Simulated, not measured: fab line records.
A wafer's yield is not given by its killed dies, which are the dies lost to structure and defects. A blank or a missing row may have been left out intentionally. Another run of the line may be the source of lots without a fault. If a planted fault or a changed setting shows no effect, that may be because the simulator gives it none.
Lot-split experiment	flow n5_finfet	route with 1938 steps; 7 lots, 21 wafers read

SPLIT DETAILS
At N5_BEOL_M7_ETCH_61 (etches SiARC in CF4, target depth 45.5 nm, time 75.8 s), the setting source_w was moved away from the recipe's 545 W on 4 of the 21 wafers read, by -13.1% to +16.7%. This setting was run at the recipe's value on the other wafers.

The split's own step is where the reading is taken.

THE READING
rf_vpp_V, in V, at N5_BEOL_M7_ETCH_61 (etches SiARC in CF4, target depth 45.5 nm, time 75.8 s). Fault-free wafers of this fab line usually give 184.0 V, standard deviation 1.3 V.

wafer	tool, chamber at the split	source_w as run, W	against the recipe	rf_vpp_V, V	against lot-mates on the recipe
L074.3	rie_diel-02, 3	545	recipe	185.2	-
L074.4	rie_diel-02, 2	545	recipe	182.1	-
L074.6	rie_diel-02, 1	545	recipe	183.2	-
L076.1	rie_diel-06, 2	495.2	-9.1%	191.1	+7.4
L076.3	rie_diel-06, 3	545	recipe	182.6	-
L076.4	rie_diel-06, 3	545	recipe	184.8	-
L085.1	rie_diel-06, 0	545	recipe	184.5	-
L085.2	rie_diel-06, 2	545	recipe	183.9	-
L085.6	rie_diel-06, 1	545	recipe	184.6	-
L086.1	rie_diel-06, 0	545	recipe	183.7	-
L086.4	rie_diel-06, 2	545	recipe	185.1	-
L086.6	rie_diel-06, 3	545	recipe	183.7	-
L089.1	rie_diel-02, 2	473.5	-13.1%	189.7	+7.9
L089.4	rie_diel-02, 0	473.5	-13.1%	193.3	+11.5
L089.6	rie_diel-02, 1	545	recipe	181.8	-
L090.1	rie_diel-02, 1	636.2	+16.7%	173.0	-9.6
L090.3	rie_diel-02, 2	545	recipe	181.9	-
L090.6	rie_diel-02, 1	545	recipe	183.2	-
L093.4	rie_diel-06, 3	545	recipe	183.0	-
L093.5	rie_diel-06, 0	545	recipe	184.5	-
L093.6	rie_diel-06, 1	545	recipe	183.9	-

THE FIT
A straight line over all 21 wafers: rf_vpp_V changes by -0.639 V for each +1% of source_w; r = -0.95; the points scatter about the line by 1.2 V.
The same after taking each lot's own level away (the mean of its wafers on the recipe; 21 wafers): -0.675 V for each +1%; r = -0.97; scatter 1.1 V.
According to that fit, moving source_w by its largest amount changes the reading by 11 V.
From 181.80 to 184.33 V: that is the span of the lots' own levels, equal to 1.9 times the standard deviation above.
The two slopes are in agreement: the lot-to-lot level therefore moves the slope only a little.
Check: -12.6 V against its lot-mates is what the line predicts for one of the wafers moved furthest among these (+16.7%) when that wafer is left out of the fit. Against them it came out at -9.55 V.
Tool readings at the split's step, against how far the setting was moved: etch_rf_on_time_s r = -0.94; rf_vpp_V r = -0.95.

THE OTHER SPLITS THESE WAFERS WENT THROUGH
Note: prior to the reading, these wafers also went through further splits. Each is held against what the fit with the lots' levels taken away leaves over:
other split on the same wafers	wafers away from the commonest value	r with rf_vpp_V (lot level and that fit taken away)
N5_BEOL_M2_ETCH_74 source_w	5	+0.15
N5_BEOL_M3_ILD_DEP_00 time_s	5	+0.06
N5_BEOL_M3_PECVD_72 time_s	6	-0.03
N5_BEOL_M4_ILD_DEP_00 time_s	8	+0.19
N5_BEOL_M5_COAT_05 spin_rpm	8	+0.17
N5_BEOL_M7_EXPOSE_08 dose_mj	4	+0.20

THE WHOLE CHAIN: every reading that the file lists as answering this split, in the file's order
step	what it does	reading	change (the file's fit)	r (the file's)
N5_BEOL_M7_ETCH_61	etches SiARC in CF4, target depth 45.5 nm, time 75.8 s	etch_rf_on_time_s	withheld for each +1% of the setting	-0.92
N5_BEOL_M7_ETCH_61	etches SiARC in CF4, target depth 45.5 nm, time 75.8 s	rf_vpp_V	-0.661 V for each +1% of the setting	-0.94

THE FILE'S OWN FIT
rf_vpp_V changes by -0.661 V for each +1% of source_w, r = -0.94.
